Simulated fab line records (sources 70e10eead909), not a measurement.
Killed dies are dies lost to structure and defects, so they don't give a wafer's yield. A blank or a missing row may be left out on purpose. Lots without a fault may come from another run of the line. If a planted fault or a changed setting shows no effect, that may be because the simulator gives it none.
Comparing a struck lot with a sound one | flow nand_harc | 24 out of 1302 route steps
Sound: these wafers, L428.1, L428.2, L428.4. Struck: wafers L420.2, L420.3, L420.4. The cause is given at the end.
Each step with rows lists, per side, the tool, then ch with its chambers, then its first start. Under that, the readings that differ: sound wafers | struck wafers | difference of the means | sigmas: that difference in standard deviations of wafers without a fault.
alike: readings with means less than 2 such deviations apart, plus words and numbers identical on both sides. not compared: withheld readings, readings lacking a value on some wafer, bounds such as >300 that could conceal the same value, and numbers that have no deviation in the record and whose values overlap.
Wherever a step has rows on one side only, a row that says differs or no value, or a row with sigmas, the two part there. Numbers that have no deviation but don't overlap get no sigmas and don't part them. Lack of a reading on every wafer of one side parts them only where that side has two or more wafers.

first, 11 steps without rows for these wafers: NHARC_A_CHANNEL_HOLE_D2_DESCUM_15 (chemistry O2, time 3 s); NHARC_A_CHANNEL_HOLE_D2_ETCH_38 (etches the open film in CF4, target depth 39 nm, time 65 s); NHARC_A_CHANNEL_HOLE_D2_ETCH_39 (etches the open film in N2/H2, target depth 260 nm, time 325 s); NHARC_A_CHANNEL_HOLE_D2_ETCH_34 (etches the open film in CF4/CHF3, target depth 154 nm, time 77 s); NHARC_A_CHANNEL_HOLE_D2_ETCH_16 (etches the open film in O2/COS, target depth 3100 nm, time 806 s); NHARC_A_CHANNEL_HOLE_D2_ETCH_19 (etches the open film in C4F8/O2/Ar, time 34.5 s); NHARC_A_CHANNEL_HOLE_D2_ETCH_20 (etches the open film in C4F8/O2/Ar, time 361.9 s, target depth 1600 nm); NHARC_A_CHANNEL_HOLE_D2_ETCH_21 (etches the open film in C4F8/O2/Ar, time 514.3 s, target depth 1600 nm); NHARC_A_CHANNEL_HOLE_D2_ETCH_22 (etches the open film in C4F8/O2/Ar, time 666.7 s, target depth 1600 nm); NHARC_A_CHANNEL_HOLE_D2_ETCH_23 (etches the open film in C4F8/O2/Ar, time 819 s, target depth 1600 nm); NHARC_A_CHANNEL_HOLE_D2_ETCH_24 (etches the open film in C4F8/O2/Ar, time 906.2 s, target depth 1500 nm).
NHARC_A_CHANNEL_HOLE_D2_ETCH_25: etches the open film in C4F8/O2/Ar, time 1040.2 s, target depth 1500 nm.
  sound on har_etch-01 ch 0,1, day 23 00:34; struck on har_etch-02 ch 0,1, day 19 04:56
  no value came back on the struck wafers for any of 5 readings (c4f8_flow_sccm (sccm), chamber_pressure_mTorr (mTorr) and others); on the sound wafers c4f8_flow_sccm (sccm) reads 93.93 93.94 93.85
  not compared: rf_hours_counter_h
then, 5 steps without rows for these wafers: NHARC_A_CHANNEL_HOLE_D2_ETCH_26 (etches the open film in C4F8/O2/Ar, time 224.1 s, target depth 300 nm); NHARC_A_CHANNEL_HOLE_D2_ETCH_27 (etches the open film in C4F8/O2/Ar, time 90 s, target depth 400 nm); NHARC_A_CHANNEL_HOLE_D2_STRIP_41 (strips in N2/H2); NHARC_A_CHANNEL_HOLE_D2_STRIP_42 (strips in CF4/CHF3); NHARC_A_CHANNEL_HOLE_D2_STRIP_43 (strips in O2/COS).
NHARC_A_CHANNEL_HOLE_D2_ETCH_44: etches the open film in CF4/O2, target depth 140 nm, overetch 14 nm, time 77 s.
  sound on rie_diel-05 ch 0,1,3, day 23 02:26; struck on rie_diel-05 ch 0,1,3, day 19 06:36
  reading                            | sound            | struck            | difference | sigmas
  model.A_CHANNEL_HOLE_D2.cd_nm (nm) | 88.84 90.5 90.34 | 105.8 98.85 94.13 | +9.7       |
  alike: bias_w, cf4_flow_sccm, drypump_motor_current_A, oes_product_au, rf_fwd_power_W, rf_vpp_V, showerhead_plenum_p_Torr, throttle_valve_pct
  not compared: rf_hours_counter_h
then, 3 steps without rows for these wafers: NHARC_A_CHANNEL_HOLE_D2_STRIP_28 (strips in O2); NHARC_A_CHANNEL_HOLE_D2_PRECLEAN_29 (cleans in SC1); NHARC_A_CHANNEL_HOLE_D2_SRD_30.
NHARC_A_CHANNEL_HOLE_D2_CD_MEAS_31:
  sound on cd_sem-02, day 23 03:22; struck on cd_sem-03, day 19 07:23
  reading    | sound          | struck       | difference | sigmas
  cd_nm (nm) | 89.1 91.0 91.3 | 0.5 -0.4 1.1 | -90.1      | -69
NHARC_A_CHANNEL_HOLE_D2_XSEM_32:
  sound on xsem-01 ch 0, day 23 03:27; struck on xsem-01 ch 0, day 19 07:28
  reading        | sound          | struck         | difference | sigmas
  bot_cd_nm (nm) | 73.2 74.6 74.6 | 0.7 0.0 1.1    | -73.5      | -53
  bow_nm (nm)    | 8.66 8.63 8.57 | 0.36 0.35 0.36 | -8.26      | -28
  alike: tilt_deg
-- record jumps: 11 days between struck wafers' starts before vs after; left off in module A_CHANNEL_HOLE_D2, resumes in module END, first step shown is number 1302 of the route --
NHARC_END_SORT_01:
  only the struck wafers appear in the record here, on prober-01 ch 0 at day 30 10:17; the sound ones have no rows

== WHERE THEY PART ==
First at NHARC_A_CHANNEL_HOLE_D2_ETCH_25; last, within this record, at NHARC_END_SORT_01.

WHY: what the simulator had put in
Beginning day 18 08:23, the whole step at NHARC_A_CHANNEL_HOLE_D2_ETCH_25 was skipped on har_etch-02. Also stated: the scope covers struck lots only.
